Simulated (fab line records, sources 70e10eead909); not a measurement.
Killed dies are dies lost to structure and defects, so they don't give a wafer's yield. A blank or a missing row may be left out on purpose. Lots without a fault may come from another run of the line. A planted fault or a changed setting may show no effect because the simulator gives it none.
A struck lot beside a sound one | flow nand_harc | 14 steps out of a route of 1302
Sound: wafers L231.1, L231.3, L231.4. Struck: wafers L235.1, L235.4, L235.5. The cause comes at the end.
At each step with rows: each side's tool, then ch and its chambers, then its first start. Under that, the readings that differ: sound wafers | struck wafers | difference of the means | sigmas: that difference in standard deviations of wafers without a fault.
alike: readings whose means differ by less than 2 such deviations, and words and numbers that are the same on both sides. not compared: withheld readings, readings that some wafer has no value for, bounds like >300 that may hide the same value, and numbers for which the record gives no deviation and whose values overlap.
The two part at a step that has a row with sigmas, a row that says differs or no value, or rows on one side only. Numbers that don't overlap but have no deviation are shown without sigmas and don't part them. A reading that every wafer of one side lacks parts them only if that side has two wafers or more.

first, 7 steps without rows for these wafers: NHARC_A_M1_COAT_34 (time 65 s); NHARC_A_M1_COAT_03 (resist thk 90 nm); NHARC_A_M1_SOFTBAKE_04 (time 55 s); NHARC_A_M1_EBR_05; NHARC_A_M1_EXPOSE_06 (exposes mask A M1, target cd 120 nm); NHARC_A_M1_PEB_07 (peb time 65 s); NHARC_A_M1_DEVELOP_08 (develop time 35 s).
NHARC_A_M1_CD_MEAS_09: target cd 120 nm.
  sound on cd_sem-02 ch 0, day 23 01:01; struck on cd_sem-01 ch 0, day 24 20:07
  reading    | sound             | struck            | difference | sigmas
  cd_nm (nm) | 118.8 118.8 118.0 | 119.7 120.6 120.3 | +1.7       | +2
NHARC_A_M1_OVL_MEAS_10: pitch 240 nm.
  sound on overlay-01, day 23 01:06; struck on overlay-01, day 24 20:12
  reading           | sound          | struck      | difference | sigmas
  overlay_y_nm (nm) | -1.2 -0.9 -0.3 | 1.0 0.8 1.1 | +1.8       | +2
  alike: overlay_x_nm
NHARC_A_M1_INSPECT_11:
  sound on defect_inspect-02, day 23 01:08; struck on defect_inspect-02, day 24 20:14
  alike: raw_defect_count
NHARC_A_M1_DESCUM_14: chemistry O2, time 3 s.
  sound on rie_diel-06 ch 0,1,3, day 23 01:12; struck on rie_diel-01 ch 2,3, day 24 20:18
  alike: drypump_motor_current_A, o2_flow_sccm, oes_product_au, rf_vpp_V, showerhead_plenum_p_Torr, throttle_valve_pct
  not compared: rf_hours_counter_h
NHARC_A_M1_ETCH_35: etches the open film in N2/H2, target depth 40 nm, overetch 12 nm, time 43.94 s.
  sound on rie_diel-06 ch 0,1,2, day 23 01:17; struck on rie_diel-01 ch 0,2,3, day 24 20:24
  alike: bias_w, chamber_pressure_mTorr, drypump_motor_current_A, oes_product_au, rf_vpp_V, showerhead_plenum_p_Torr, throttle_valve_pct
  not compared: rf_hours_counter_h
NHARC_A_M1_ETCH_15: etches the open film in C4F8/Ar, target depth 182.5 nm, time 91.2 s.
  sound on rie_diel-06 ch 0,2,3, day 23 01:22; struck on rie_diel-01 ch 1,2, day 24 20:29
  no value came back on the struck wafers for any of 6 readings (bias_w (W), chamber_pressure_mTorr (mTorr) and others); on the sound wafers bias_w (W) reads 298.5 300.5 300.8
NHARC_A_M1_CD_MEAS_16:
  sound on cd_sem-02, day 23 01:30; struck on cd_sem-03, day 24 20:37
  alike: cd_nm

WHERE THEY PART
First at NHARC_A_M1_CD_MEAS_09; last, within this record, at NHARC_A_M1_ETCH_15. Later steps at which nothing parts them and some readings are alike: NHARC_A_M1_CD_MEAS_16.

WHY: what the simulator had put in
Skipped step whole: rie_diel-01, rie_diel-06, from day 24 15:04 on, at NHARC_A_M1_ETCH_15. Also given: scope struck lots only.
